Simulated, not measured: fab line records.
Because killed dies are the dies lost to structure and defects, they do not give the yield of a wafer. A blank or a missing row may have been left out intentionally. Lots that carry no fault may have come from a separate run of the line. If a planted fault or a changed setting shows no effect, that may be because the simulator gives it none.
Matching of chambers + flow n5-finfet + N5_BEOL_M3_ETCH_74 on rie-diel-06 has 3 sister chambers
The step etches underlayer in N2/H2, target depth 6.5 nm, time 5.2 s. 14 wafers are shown with their chamber, then 7 later ones without.

## WAFERS PAIRED WITH THEIR CHAMBERS
| wafer  | chamber | throttle-valve-pct (%) | oes-product-au (a.u.) | drypump-motor-current-A (A) |
|--------|---------|------------------------|-----------------------|-----------------------------|
| L077.2 | 1       | 18.25                  | 0.60                  | 5.6                         |
| L077.5 | 3       | 18.12                  | 0.59                  | 5.4                         |
| L077.6 | 0       | 17.58                  | 0.83                  | 5.2                         |
| L076.1 | 3       | 18.11                  | 0.60                  | 5.5                         |
| L076.2 | 0       | 17.55                  | 0.82                  | 5.2                         |
| L076.3 | 1       | 18.26                  | 0.61                  | 5.6                         |
| L076.4 | 1       | 18.26                  | 0.60                  | 5.6                         |
| L076.5 | 0       | 17.59                  | 0.83                  | 5.2                         |
| L076.6 | 3       | 18.12                  | 0.60                  | 5.4                         |
| L078.1 | 3       | 18.12                  | 0.60                  | 5.5                         |
| L078.4 | 0       | 17.57                  | 0.83                  | 5.2                         |
| L078.6 | 3       | 18.11                  | 0.60                  | 5.4                         |
| L079.1 | 1       | 18.26                  | 0.60                  | 5.6                         |
| L079.2 | 0       | 17.59                  | 0.81                  | 5.2                         |

SIGNATURES (averages over the wafers above)
| reading                 | chamber 0 | chamber 1 | chamber 3 | scatter within a chamber |
|-------------------------|-----------|-----------|-----------|--------------------------|
| throttle-valve-pct      | 17.5760   | 18.2575   | 18.1160   | 0.0109                   |
| oes-product-au          | 0.8240    | 0.6025    | 0.5980    | 0.00657                  |
| drypump-motor-current-A | 5.200     | 5.600     | 5.440     | 0.033                    |
Rule: for each reading, subtract the chamber's mean from the wafer's reading, divide by that reading's scatter and square the result; add these up over the readings and take the root, which gives the wafer's distance from the chamber. The wafer belongs to the nearest chamber; if the next one is less than 2 further off, it can't be placed. The scatter: the root of (the sum of the squares of (reading less its chamber's mean) over the shown wafers, divided by (wafers less chambers)).

## WAFERS WITH NO CHAMBER GIVEN
| wafer  | throttle-valve-pct (%) | oes-product-au (a.u.) | drypump-motor-current-A (A) |
|--------|------------------------|-----------------------|-----------------------------|
| L079.3 | 18.13                  | 0.59                  | 5.5                         |
| L079.4 | 18.12                  | 0.60                  | 5.5                         |
| L079.5 | 17.56                  | 0.82                  | 5.2                         |
| L079.6 | 18.26                  | 0.60                  | 5.6                         |
| L087.1 | 17.61                  | 0.78                  | 5.2                         |
| L087.4 | 18.15                  | 0.60                  | 5.5                         |
| L087.6 | 17.60                  | 0.79                  | 5.2                         |

## WHICH CHAMBER EACH WENT THROUGH
| wafer  | from the rows above | in truth |
|--------|---------------------|----------|
| L079.3 | 3                   | 3        |
| L079.4 | 3                   | 3        |
| L079.5 | 0                   | 0        |
| L079.6 | 1                   | 1        |
| L087.1 | 0                   | 0        |
| L087.4 | 3                   | 3        |
| L087.6 | 0                   | 0        |
7 of 7 placed correctly. Number that these rows cannot place: 0. Wrongly placed: 0.
